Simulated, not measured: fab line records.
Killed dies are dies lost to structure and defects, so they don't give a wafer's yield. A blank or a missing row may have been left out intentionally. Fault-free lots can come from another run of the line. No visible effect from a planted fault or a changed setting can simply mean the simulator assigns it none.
Chamber matching ; flow nandHarc ; 4 sister chambers for NHARC_A_STAIRCASE_ETCH_444 on rieDiel-11
The step etches the open film in C4F8/O2, target depth 10200 nm, time 3400 s. 4 wafers are shown with their chamber, then 8 later ones without.

WAFERS PAIRED WITH THEIR CHAMBERS
wafer;chamber;rfVppV (V)
L089.2;3;804
L089.1;1;807
L089.5;0;799
L097.3;2;805

WAFERS WITH NO CHAMBER GIVEN
wafer;rfVppV (V)
L097.4;799
L097.6;805
L097.1;806
L097.2;803
L097.5;803
L096.2;803
L096.5;803
L096.6;802

WHICH CHAMBER EACH WENT THROUGH
wafer;from the rows above;in truth
L097.4;0;0
L097.6;can't be placed: 2 or 3 or 1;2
L097.1;can't be placed: 1 or 2 or 3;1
L097.2;can't be placed: 3 or 2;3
L097.5;can't be placed: 3 or 2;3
L096.2;can't be placed: 3 or 2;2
L096.5;can't be placed: 3 or 2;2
L096.6;can't be placed: 3 or 0 or 2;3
1 of 8 placed correctly. Unplaceable from these rows: 7, with the true chamber sitting among the candidates in 7. Number placed wrongly: 0.
How it was worked out, from the rows above alone: a wafer's distance from a chamber is the root of the sum, over the readings, of the square of ((its reading less the chamber's mean) divided by the reading's scatter). The wafer belongs to the nearest chamber; if the next one is less than 2 further off, it can't be placed. Each chamber's mean is taken over the wafers shown for it. The scatter: with one shown wafer a chamber, the root of the mean of the squares of how far each hidden wafer lies from its nearest shown one.
